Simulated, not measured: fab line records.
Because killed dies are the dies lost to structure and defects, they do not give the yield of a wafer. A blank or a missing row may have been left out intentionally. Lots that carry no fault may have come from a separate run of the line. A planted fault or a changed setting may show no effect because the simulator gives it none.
fab line records	flow n5_finfet
record lots=7	wafers=39
route steps=1938 shown ZERO_LAYER@4 PMOS_HMC_CHANNEL_EPI@57 SD_EPI_P@302 SDB@373 BEOL_M0_SAQP@673 BEOL_M3@931
start_h: start of the lot's first displayed wafer, in hours after the record's first day	wait_h: hours since the lot's step before	" repeats the value in the row above	L1.1+2: a row that stands for several wafers	- no value present, or no start provided	* or withheld: withheld	< > ~ a bound
route shown NAME@n: a module of which the file shows steps, and the number in the route of the first	usual: average and standard deviation across the fault-free wafers	same: alike in all rows	chamber/n: place in a boat	sites: the reading at each site	_std_site: how widely they spread, as a standard deviation	_edge_site: outer sites' mean less inner sites'	radius_mm: for every site, how far away it sits from the centre of the wafer	mask NAME#n: copy n	behind: the last tool/chamber to shape the wafer	hold: why the lot was held/for how many hours/how that ended	device: which transistor (n, p or np) failed to switch	end of line: the route-end tests of the same wafers	a step without rows: its recipe alone	killed: at the first sort, the dies lost to defects and structure; wafer yield is something else	map: a wafer's dies, x killed, . not, _ none there
set.NAME: the setting as run; set.NAME@STEP: as run at that earlier step	model.NAME: the simulator's own value behind a step, which no gauge read
lots whose settings were changed on purpose; a table a step, a row a wafer
## steps
# step N5_ZERO_LAYER_PECVD_02
# recipe material=SiO2	target_thk_a=100	temp_c=400	precursor=SiH4/N2O	pressure_torr=0.75	rf_w=275	time_s=6
lot.wafer	tool	chamber	start_h	wait_h	set.time_s	model.SiO2_of_ZERO_LAYER_PECVD_02.thk_nm
L077.1	pecvd-02	1	30.47	0.0	4.563	7.555
L077.2	"	0	"	"	4.563	7.558
L077.3	"	0	"	"	6	10.12
L077.4	"	1	"	"	4.563	7.701
L077.5	"	1	"	"	6	9.968
L077.6	"	0	"	"	6	10.1
L080.1	pecvd-01	0	48.28	0.0	6	9.656
L080.2	"	1	"	"	9.506	15.74
L080.3	"	2	"	"	9.506	15.56
L080.4	"	0	"	"	6	9.965
L080.5	"	1	"	"	6	10.15
L080.6	"	2	"	"	9.506	15.68
L085.1	pecvd-02	1	78.28	0.0	6	9.84
L085.2	"	2	"	"	2.948	4.702
L085.3	"	0	"	"	6	9.797
L085.4	"	2	"	"	2.948	4.625
L085.5	"	0	"	"	6	10.09
L085.6	"	1	"	"	2.948	4.91
L089.1	pecvd-02	2	102.28	0.0	6	10.07
L089.2	"	1	"	"	6	9.787
L089.6	"	0	"	"	6	9.996
L091.1	pecvd-01	2	114.32	0.0	7.852	12.91
L091.2	"	1	"	"	7.852	12.88
L091.3	"	1	"	"	6	10.22
L091.4	"	2	"	"	6	9.974
L091.5	"	1	"	"	6	10.2
L091.6	"	2	"	"	7.852	13.06
L092.1	pecvd-03	0	120.28	0.0	6	9.888
L092.2	"	1	"	"	7.006	11.76
L092.3	"	2	"	"	7.006	11.8
L092.4	"	2	"	"	7.006	11.92
L092.5	"	1	"	"	6	10.24
L092.6	"	0	"	"	6	10.16
L097.1	pecvd-01	2	150.28	0.0	6	9.63
L097.2	"	1	"	"	6	9.846
L097.3	"	0	"	"	8.426	13.75
L097.4	"	1	"	"	8.426	13.93
L097.5	"	0	"	"	6	9.896
L097.6	"	2	"	"	8.426	13.78
# step N5_PMOS_HMC_CHANNEL_EPI_HM_DEP_34
# recipe material=SiO2	target_thk_a=360	temp_c=400	precursor=TEOS/O2	pressure_torr=6.5	rf_w=900	teos_flow_sccm=161.4	gas=O2	flow_sccm=2650	time_s=6.9
lot.wafer	tool	chamber	start_h	wait_h	set.time_s	model.SiO2_of_PMOS_HMC_CHANNEL_EPI_HM_DEP_34.thk_nm
L077.1	pecvd-02	0	35.49	0.0	6.9	36.04
L077.2	"	1	"	"	8.646	44.09
L077.3	"	0	"	"	8.646	45.58
L077.4	"	1	"	"	8.646	44.61
L077.5	"	1	"	"	6.9	35.3
L077.6	"	0	"	"	6.9	36.54
L080.1+5	pecvd-04	0,2	53.00	0.0	8.276	43.03
L080.2	"	2	"	"	6.9	35.96
L080.3	"	1	"	"	8.276	42.66
L080.4	"	0	"	"	6.9	37.05
L080.6	"	1	"	"	6.9	36.91
L085.1	pecvd-03	1	82.76	0.0	6.9	35.18
L085.2	"	2	"	"	6.9	34.8
L085.3	"	0	"	"	6.9	36.14
L085.4	"	2	"	"	6.9	35.5
L085.5	"	0	"	"	6.9	36.43
L085.6	"	1	"	"	6.9	35.86
L089.1	pecvd-03	1	106.84	0.0	6.9	35.59
L089.2	"	2	"	"	6.9	34.73
L089.6	"	2	"	"	6.9	36.03
L091.1	pecvd-02	0	118.82	0.0	8.604	44.38
L091.2	"	1	"	"	6.9	35.61
L091.3	"	2	"	"	8.604	44.31
L091.4	"	1	"	"	6.9	35.89
L091.5	"	0	"	"	8.604	45.14
L091.6	"	2	"	"	6.9	36.25
L092.1	pecvd-03	2	124.95	0.0	6.9	35.05
L092.2	"	1	"	"	6.9	36.75
L092.3	"	0	"	"	6.9	36.59
L092.4	"	1	"	"	6.9	37.12
L092.5	"	2	"	"	6.9	36
L092.6	"	0	"	"	6.9	37.33
L097.1	pecvd-04	1	155.08	0.0	6.9	36.16
L097.2	"	2	"	"	6.9	36.05
L097.3	"	0	"	"	6.9	36.02
L097.4	"	0	"	"	6.9	36.64
L097.5	"	2	"	"	6.9	36.1
L097.6	"	1	"	"	6.9	36.48
# step N5_SD_EPI_P_DEVELOP_08
# recipe develop_time_s=30	developer=TMAH	resist=CAR-ArF-block	dev_temp_c=23	rinse_liquid=diw	dry=air_spin
lot.wafer	tool	chamber	start_h	wait_h	set.develop_time_s
L077.1+3+5	litho_track-04	0	-	-	22.84
L077.2+4+6	"	0	"	"	30
L080.1+2+3	litho_track-04	0	-	-	14.91
L080.4+5+6	"	0	"	"	30
L085.1+3+6	litho_track-03	0	-	-	30
L085.2+4+5	"	0	"	"	21.81
L089.1+2+6	litho_track-03	0	-	-	30
L091.1+2+4	litho_track-03	0	-	-	30
L091.3+5+6	"	0	"	"	35.88
L092.1+4+6	litho_track-05	0	-	-	30
L092.2+3+5	"	0	"	"	20.46
L097.1+5+6	litho_track-03	0	-	-	14.6
L097.2+3+4	"	0	"	"	30
# step N5_SD_EPI_P_CD_MEAS_09
# recipe target_cd_nm=240	landing_energy_ev=500	detector=se_inlens
# usual cd_nm=239.9/1.1
lot.wafer	tool	chamber	start_h	wait_h	set.develop_time_s@SD_EPI_P_DEVELOP_08	cd_nm
L077.1	cd_sem-01	0	74.70	-	22.84	239.2
L077.2	"	0	"	"	30	240.4
L077.3	"	0	"	"	22.84	239.9
L077.4	"	0	"	"	30	241.7
L077.5	"	0	"	"	22.84	240.1
L077.6	"	0	"	"	30	241.9
L080.1	cd_sem-01	0	98.29	-	14.91	238.0
L080.2	"	0	"	"	14.91	238.0
L080.3	"	0	"	"	14.91	237.2
L080.4	"	0	"	"	30	240.3
L080.5	"	0	"	"	30	240.8
L080.6	"	0	"	"	30	239.8
L085.1	cd_sem-02	0	118.67	-	30	238.6
L085.2	"	0	"	"	21.81	236.6
L085.3	"	0	"	"	30	239.3
L085.4	"	0	"	"	21.81	239.1
L085.5	"	0	"	"	21.81	237.5
L085.6	"	0	"	"	30	239.9
L089.1	cd_sem-02	0	142.78	-	30	240.0
L089.2	"	0	"	"	30	239.6
L089.6	"	0	"	"	30	238.5
L091.1	cd_sem-02	0	154.25	-	30	238.6
L091.2	"	0	"	"	30	239.6
L091.3	"	0	"	"	35.88	240.0
L091.4	"	0	"	"	30	239.1
L091.5	"	0	"	"	35.88	239.4
L091.6	"	0	"	"	35.88	240.6
L092.1	cd_sem-03	0	162.33	-	30	240.8
L092.2	"	0	"	"	20.46	238.6
L092.3	"	0	"	"	20.46	238.4
L092.4	"	0	"	"	30	240.5
L092.5	"	0	"	"	20.46	238.5
L092.6	"	0	"	"	30	240.5
L097.1	cd_sem-01	0	191.69	-	14.6	234.6
L097.2	"	0	"	"	30	239.6
L097.3	"	0	"	"	30	238.3
L097.4	"	0	"	"	30	238.3
L097.5	"	0	"	"	14.6	233.6
L097.6	"	0	"	"	14.6	234.5
# step N5_SD_EPI_P_DESCUM_14
# recipe chemistry=O2	time_s=7.9	source_power_w=50	bias_power_w=20	pressure_mtorr=20	rf_frequency_hz=2.712e+07	temp_c=40	resist=CAR-ArF-block	o2_flow_sccm=225
lot.wafer	tool	chamber	start_h	wait_h	set.develop_time_s@SD_EPI_P_DEVELOP_08	model.SD_EPI_P.cd_nm
L077.1	rie_diel-06	2	74.83	0.1	22.84	239
L077.2	"	3	"	"	30	240.4
L077.3+5	"	0,1	"	"	22.84	240
L077.4	"	1	"	"	30	241.4
L077.6	"	2	"	"	30	241.8
L080.1	rie_diel-02	1	98.38	0.0	14.91	237.6
L080.2	"	3	"	"	14.91	237.8
L080.3	"	2	"	"	14.91	237.2
L080.4	"	0	"	"	30	240.2
L080.5	"	0	"	"	30	240.6
L080.6	"	3	"	"	30	239.4
L085.1	rie_diel-03	2	118.76	0.0	30	238.8
L085.2	"	1	"	"	21.81	236.4
L085.3	"	3	"	"	30	239
L085.4	"	0	"	"	21.81	239
L085.5	"	2	"	"	21.81	237.6
L085.6	"	1	"	"	30	239.6
L089.1	rie_diel-02	0	142.86	0.0	30	239.8
L089.2	"	3	"	"	30	239.4
L089.6	"	0	"	"	30	238.6
L091.1	rie_diel-02	1	154.34	0.0	30	238.6
L091.2	"	3	"	"	30	239.2
L091.3	"	0	"	"	35.88	239.6
L091.4	"	2	"	"	30	239.6
L091.5	"	2	"	"	35.88	239.2
L091.6	"	1	"	"	35.88	240.2
L092.1+6	rie_diel-06	3,0	162.42	0.0	30	240.6
L092.2	"	2	"	"	20.46	238.4
L092.3	"	0	"	"	20.46	239
L092.4	"	1	"	"	30	240.8
L092.5	"	1	"	"	20.46	238.6
L097.1	rie_diel-06	1	192.10	0.4	14.6	234.8
L097.2	"	2	"	"	30	239.4
L097.3	"	0	"	"	30	238.4
L097.4	"	3	"	"	30	238.6
L097.5	"	1	"	"	14.6	233.6
L097.6	"	2	"	"	14.6	234.4
# step N5_SD_EPI_P_ETCH_36
# recipe chemistry=CF4	target=SiARC	target_depth_a=455	mask_material=CAR-ArF-block	time_s=75.8	ion_energy_ev=80	pressure_mtorr=40	source_w=545	bias_w=36	Ar_flow_sccm=100	cf4_flow_sccm=100	ends=cleared
lot.wafer	tool	chamber	start_h	wait_h	set.develop_time_s@SD_EPI_P_DEVELOP_08	model.SD_EPI_P.cd_nm
L077.1	rie_diel-06	2	74.87	0.0	22.84	239
L077.2	"	3	"	"	30	240.2
L077.3	"	0	"	"	22.84	240.2
L077.4	"	1	"	"	30	241.4
L077.5	"	1	"	"	22.84	239.8
L077.6	"	2	"	"	30	241.6
L080.1	rie_diel-02	1	98.41	0.0	14.91	238
L080.2	"	3	"	"	14.91	237.8
L080.3	"	2	"	"	14.91	237.6
L080.4	"	0	"	"	30	240.6
L080.5	"	0	"	"	30	241.2
L080.6	"	3	"	"	30	239.4
L085.1	rie_diel-03	2	118.79	0.0	30	238.6
L085.2	"	1	"	"	21.81	236.2
L085.3	"	3	"	"	30	239
L085.4	"	0	"	"	21.81	239.2
L085.5	"	2	"	"	21.81	237.6
L085.6	"	1	"	"	30	239.8
L089.1	rie_diel-02	0	142.90	0.0	30	240
L089.2	"	3	"	"	30	239
L089.6	"	0	"	"	30	238.8
L091.1+2	rie_diel-02	1,3	154.37	0.0	30	238.8
L091.3	"	0	"	"	35.88	240
L091.4	"	2	"	"	30	239.6
L091.5	"	2	"	"	35.88	239.4
L091.6	"	1	"	"	35.88	240.4
L092.1+4	rie_diel-06	3,1	162.45	0.0	30	240.8
L092.2	"	2	"	"	20.46	238.2
L092.3+5	"	0,1	"	"	20.46	238.8
L092.6	"	0	"	"	30	240.4
L097.1	rie_diel-06	1	192.14	0.0	14.6	234.8
L097.2	"	2	"	"	30	239.6
L097.3	"	0	"	"	30	238.2
L097.4	"	3	"	"	30	238.8
L097.5	"	1	"	"	14.6	233.6
L097.6	"	2	"	"	14.6	234.2
# step N5_SDB_ALD_29
# recipe material=SiNx	target_thk_a=300	temp_c=400	ald_precursor_family=SiH2I2	ald_co_reactant=N2/H2-plasma	pulse_time_s=1	ald_cycles=600	purge_time_s=2	co_reactant_purge_time_s=2	pressure_torr=2
lot.wafer	tool	chamber	start_h	wait_h	set.ald_cycles	model.SiNx_of_SDB_ALD_29.thk_nm
L077.1	ald_sin-02	1	87.84	0.9	731	36.8
L077.2+3+5	"	0,3,2	"	"	600	30.2
L077.4+6	"	2,1	"	"	731	36.6
L080.1+3	ald_sin-02	0,3	110.63	0.0	600	30
L080.2+5+6	"	1,1,0	"	"	600	30.2
L080.4	"	2	"	"	600	30.4
L085.1	ald_sin-02	2	132.20	0.4	600	30.4
L085.2+3+4+6	"	1,3,0,2	"	"	600	30
L085.5	"	3	133.55	1.7	600	29.8
L089.1+2+6	ald_sin-03	2,1,0	154.88	0.0	600	30
L091.1	ald_sin-03	1	166.62	0.0	600	30.2
L091.2	"	0	"	"	261	13.2
L091.3	"	3	"	"	261	12.8
L091.4	"	2	"	"	261	13.4
L091.5	"	2	167.97	1.4	600	30.4
L091.6	"	3	"	"	600	30
L092.1+2	ald_sin-02	3,0	176.58	0.5	600	30
L092.3+4+5	"	1,2,0	"	"	600	30.2
L092.6	"	3	177.93	1.9	600	29.8
L097.1+4+6	ald_sin-02	1,2,2	205.31	0.0	933	46.8
L097.2+5	"	0,1	"	"	600	30
L097.3	"	3	"	"	600	30.2
# step N5_SDB_CMP_30
# recipe stop_on=poly-Si	t_overpolish_s=1.54	post_cmp_clean=alkaline_brush	down_force_psi=4.1491	platen_rpm=51.796	pad_velocity_m_s=1.0306	target_thk_nm=30
lot.wafer	tool	chamber	start_h	wait_h	set.ald_cycles@SDB_ALD_29	model.SiNx_of_SDB_ALD_29.thk_nm
L077.2+3+5	cmp-03	0,1,1	90.57	1.4	600	30.2
L077.4	"	2	"	"	731	30.4
L077.1	"	3	"	"	731	32.4
L077.6	"	0	"	"	731	30.8
L080.3+1	cmp-03	3,0	113.36	1.4	600	30
L080.2+5+6	"	1,3,0	"	"	600	30.2
L080.4	"	2	"	"	600	30.4
L085.1	cmp-04	2	134.93	1.4	600	30.4
L085.4+3+2+6	"	3,0,1,3	"	"	600	30
L085.5	"	2	"	"	600	29.8
L089.1+2+6	cmp-04	2,3,0	157.69	1.5	600	30
L091.2	cmp-01	1	169.35	1.4	261	13.2
L091.1	"	2	"	"	600	30.2
L091.4	"	3	"	"	261	13.4
L091.3	"	0	"	"	261	12.8
L091.5	"	1	"	"	600	30.4
L091.6	"	2	"	"	600	30
L092.2+1	cmp-01	0,2	179.33	1.4	600	30
L092.4+3+5	"	1,3,0	"	"	600	30.2
L092.6	"	1	"	"	600	29.8
L097.4+6	cmp-03	2,3	208.04	1.4	933	30.8
L097.1	"	3	"	"	933	30.6
L097.2+5	"	0,2	"	"	600	30
L097.3	"	1	"	"	600	30.2
# step N5_BEOL_M0_SAQP_ETCH_107
# recipe chemistry=CH3F/O2	target=SiNx	target_depth_a=300	mask_material=SOC	pressure_mtorr=30	source_w=395	bias_w=73	Ar_flow_sccm=150	CH3F_flow_sccm=30	O2_flow_sccm=20	ion_energy_ev=120
lot.wafer	tool	chamber	start_h	wait_h	set.target_depth_a	model.BEOL_M0_SAQP.feature_depth_nm
L077.1	rie_diel-03	2	129.91	0.0	417.7	43
L077.2+5	"	3,2	"	"	300	30.6
L077.3	"	0	"	"	417.7	45
L077.4	"	1	"	"	417.7	42
L077.6	"	3	"	"	300	30.8
L080.1	rie_diel-06	2	153.90	0.0	300	29.4
L080.2	"	3	"	"	467.2	46.8
L080.3	"	0	"	"	300	30.2
L080.4	"	1	"	"	467.2	45.6
L080.5	"	2	"	"	467.2	46
L080.6	"	3	"	"	300	30
L085.1+3	rie_diel-03	3,1	173.46	0.0	224.4	22.8
L085.2	"	0	"	"	224.4	24.4
L085.4	"	0	"	"	300	32.8
L085.5	"	1	"	"	300	30
L085.6	"	3	"	"	300	30.6
L089.1	rie_diel-02	1	197.74	0.0	300	30.6
L089.2	"	0	"	"	300	29.8
L089.6	"	2	"	"	300	30.2
L091.1	rie_diel-02	3	208.76	0.0	442.6	44
L091.2	"	2	"	"	442.6	44.8
L091.3	"	0	"	"	300	29.6
L091.4	"	2	"	"	300	30.2
L091.5	"	0	"	"	442.6	43.4
L091.6	"	3	"	"	300	30
L092.1	rie_diel-03	1	220.44	0.0	169.8	17.2
L092.2	"	0	"	"	169.8	18.6
L092.3+6	"	3	"	"	300	30.2
L092.4	"	2	"	"	300	30.6
L092.5	"	0	"	"	169.8	18.4
L097.1	rie_diel-02	3	252.38	0.0	300	30.2
L097.2	"	2	"	"	190.5	19
L097.3+6	"	1,3	"	"	300	30
L097.4	"	0	"	"	190.5	19.6
L097.5	"	2	"	"	190.5	19.2
# step N5_BEOL_M3_ILD_DEP_00
# recipe material=SiOC	target_thk_a=790	temp_c=350	precursor=DEMS/O2	pressure_torr=5	rf_w=500	time_s=15.3
lot.wafer	tool	chamber	start_h	wait_h	set.target_thk_a	model.SiOC_of_BEOL_M3_ILD_DEP_00.thk_nm
L077.1	pecvd-01	1	198.69	0.0	790	78.4
L077.2	"	0	"	"	567.2	54
L077.3	"	2	"	"	567.2	57.8
L077.4	"	1	"	"	567.2	58
L077.5	"	0	"	"	790	77.2
L077.6	"	2	"	"	790	80.6
L080.1	pecvd-04	0	216.77	0.0	790	77.8
L080.2	"	2	"	"	790	78.4
L080.3	"	1	"	"	1122	112
L080.4	"	1	"	"	790	79
L080.5	"	2	"	"	1122	112.6
L080.6	"	0	"	"	1122	112.8
L085.1	pecvd-04	0	239.87	0.0	790	78.4
L085.2	"	2	"	"	790	79.4
L085.3	"	1	"	"	597.8	59.4
L085.4	"	1	"	"	597.8	62
L085.5	"	2	"	"	597.8	60.8
L085.6	"	0	"	"	790	80.2
L089.1	pecvd-01	0	249.61	0.0	790	76.2
L089.2	"	1	"	"	790	78
L089.6	"	1	"	"	790	78.8
L091.1	pecvd-03	2	280.44	0.0	1061	104.4
L091.2	"	0	"	"	790	78.2
L091.3	"	1	"	"	1061	104
L091.4	"	0	"	"	790	79.2
L091.5	"	2	"	"	1061	107
L091.6	"	1	"	"	790	78.4
L092.1	pecvd-03	0	292.16	0.0	790	76.8
L092.2	"	2	"	"	938.1	92.6
L092.3	"	1	"	"	790	76.4
L092.4	"	1	"	"	938.1	93
L092.5	"	2	"	"	790	80
L092.6	"	0	"	"	938.1	92.8
L097.1+3	pecvd-03	0,1	318.55	0.0	790	78
L097.2	"	2	"	"	790	79.4
L097.4	"	1	"	"	1093	108.8
L097.5	"	2	"	"	1093	111.2
L097.6	"	0	"	"	1093	109
# step N5_BEOL_M3_THK_MEAS_01
# recipe reads=SiOC_of_BEOL_M3_ILD_DEP_00
# usual M3_ILD_THK=78.5/1.3
lot.wafer	tool	chamber	start_h	wait_h	set.target_thk_a@BEOL_M3_ILD_DEP_00	M3_ILD_THK[nm]
L077.1	film_metro-01	-	198.76	0.0	790	78.3
L077.2	"	-	"	"	567.2	54.1
L077.3	"	-	"	"	567.2	57.7
L077.4	"	-	"	"	567.2	58.0
L077.5	"	-	"	"	790	77.2
L077.6	"	-	"	"	790	80.7
L080.1	film_metro-01	-	216.84	0.0	790	77.8
L080.2	"	-	"	"	790	78.4
L080.3	"	-	"	"	1122	112.1
L080.4	"	-	"	"	790	79.0
L080.5	"	-	"	"	1122	112.5
L080.6	"	-	"	"	1122	112.9
L085.1	film_metro-01	-	239.94	0.0	790	78.4
L085.2	"	-	"	"	790	79.3
L085.3	"	-	"	"	597.8	59.4
L085.4	"	-	"	"	597.8	61.9
L085.5	"	-	"	"	597.8	60.9
L085.6	"	-	"	"	790	80.2
L089.1	film_metro-01	-	249.68	0.0	790	76.1
L089.2	"	-	"	"	790	78.0
L089.6	"	-	"	"	790	78.9
L091.1	film_metro-01	-	280.51	0.0	1061	104.5
L091.2	"	-	"	"	790	78.1
L091.3	"	-	"	"	1061	103.9
L091.4	"	-	"	"	790	79.3
L091.5	"	-	"	"	1061	106.9
L091.6	"	-	"	"	790	78.4
L092.1	film_metro-01	-	292.22	0.0	790	76.8
L092.2	"	-	"	"	938.1	92.6
L092.3	"	-	"	"	790	76.4
L092.4	"	-	"	"	938.1	93.0
L092.5	"	-	"	"	790	80.1
L092.6	"	-	"	"	938.1	92.7
L097.1	film_metro-01	-	318.63	0.1	790	77.9
L097.2	"	-	"	"	790	79.5
L097.3	"	-	"	"	790	78.0
L097.4	"	-	"	"	1093	108.9
L097.5	"	-	"	"	1093	111.3
L097.6	"	-	"	"	1093	109.0
## key
split step=N5_ZERO_LAYER_PECVD_02	setting=time_s	stated=6	by=wafer
response step=N5_ZERO_LAYER_PECVD_02	reading=model.SiO2_of_ZERO_LAYER_PECVD_02.thk_nm	change=+0.0991	per=1%	r=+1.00
split step=N5_PMOS_HMC_CHANNEL_EPI_HM_DEP_34	setting=time_s	stated=6.9	by=wafer
response step=N5_PMOS_HMC_CHANNEL_EPI_HM_DEP_34	reading=model.SiO2_of_PMOS_HMC_CHANNEL_EPI_HM_DEP_34.thk_nm	change=+0.341	per=1%	r=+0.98
split step=N5_SD_EPI_P_DEVELOP_08	setting=develop_time_s	stated=30	by=wafer
response step=N5_SD_EPI_P_CD_MEAS_09	reading=cd_nm	change=+0.0668	per=1%	r=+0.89
response step=N5_SD_EPI_P_DESCUM_14	reading=model.SD_EPI_P.cd_nm	change=+0.0649	per=1%	r=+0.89
response step=N5_SD_EPI_P_ETCH_36	reading=model.SD_EPI_P.cd_nm	change=+0.0669	per=1%	r=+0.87
split step=N5_SDB_ALD_29	setting=ald_cycles	stated=600	by=wafer
response step=N5_SDB_ALD_29	reading=model.SiNx_of_SDB_ALD_29.thk_nm	change=+0.301	per=1%	r=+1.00
response step=N5_SDB_CMP_30	reading=model.SiNx_of_SDB_ALD_29.thk_nm	shape=bent	at_lowest=13.13	at_stated=30.1	at_highest=30.73
split step=N5_BEOL_M0_SAQP_ETCH_107	setting=target_depth_a	stated=300	by=wafer
response step=N5_BEOL_M0_SAQP_ETCH_107	reading=model.BEOL_M0_SAQP.feature_depth_nm	change=+0.297	per=1%	r=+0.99
split step=N5_BEOL_M3_ILD_DEP_00	setting=target_thk_a	stated=790	by=wafer
response step=N5_BEOL_M3_ILD_DEP_00	reading=model.SiOC_of_BEOL_M3_ILD_DEP_00.thk_nm	change=+0.796	per=1%	r=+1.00
response step=N5_BEOL_M3_THK_MEAS_01	reading=M3_ILD_THK	change=+0.796	per=1%	r=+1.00
